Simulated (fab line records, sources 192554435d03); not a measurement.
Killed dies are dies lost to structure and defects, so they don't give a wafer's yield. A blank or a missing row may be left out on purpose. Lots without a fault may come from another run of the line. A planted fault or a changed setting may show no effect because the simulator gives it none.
Chamber matching | flow n5_finfet | N5_PMOS_HMC_CHANNEL_EPI_HM_OPEN_15 on rie_diel-03: 4 sister chambers
The step chemistry CHF3/O2, target SiO2, target depth 40.6 nm, time 20.3 s. 4 wafers are shown with their chamber, then 9 later ones without.

WAFERS WITH THEIR CHAMBER
wafer  | chamber | drypump_motor_current_A (A)
L075.6 | 1       | 6.1
L091.3 | 3       | 5.7
L091.4 | 0       | 5.9
L091.5 | 2       | 6.1

WAFERS WITHOUT THEIR CHAMBER
wafer  | drypump_motor_current_A (A)
L092.2 | 5.9
L092.4 | 6.1
L092.5 | 5.9
L094.2 | 6.1
L094.3 | 5.6
L094.5 | 6.1
L096.2 | 6.1
L096.4 | 5.6
L096.5 | 5.6

WHICH CHAMBER EACH WENT THROUGH
wafer  | from the rows above     | in truth
L092.2 | 0                       | 0
L092.4 | can't be placed: 1 or 2 | 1
L092.5 | 0                       | 0
L094.2 | can't be placed: 1 or 2 | 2
L094.3 | 3                       | 3
L094.5 | can't be placed: 1 or 2 | 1
L096.2 | can't be placed: 1 or 2 | 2
L096.4 | 3                       | 3
L096.5 | 3                       | 3
Placed correctly: 5 of 9. Can't be placed from these rows: 4 (the true chamber is among the candidates in 4). Placed wrongly: 0.
How it was worked out, from the rows above alone: a wafer's distance from a chamber is the root of the sum, over the readings, of the square of ((its reading less the chamber's mean) divided by the reading's scatter). The wafer belongs to the nearest chamber; if the next one is less than 2 further off, it can't be placed. A chamber's mean is the mean of its shown wafers. The scatter: with one shown wafer a chamber, the root of the mean of the squares of how far each hidden wafer lies from its nearest shown one.
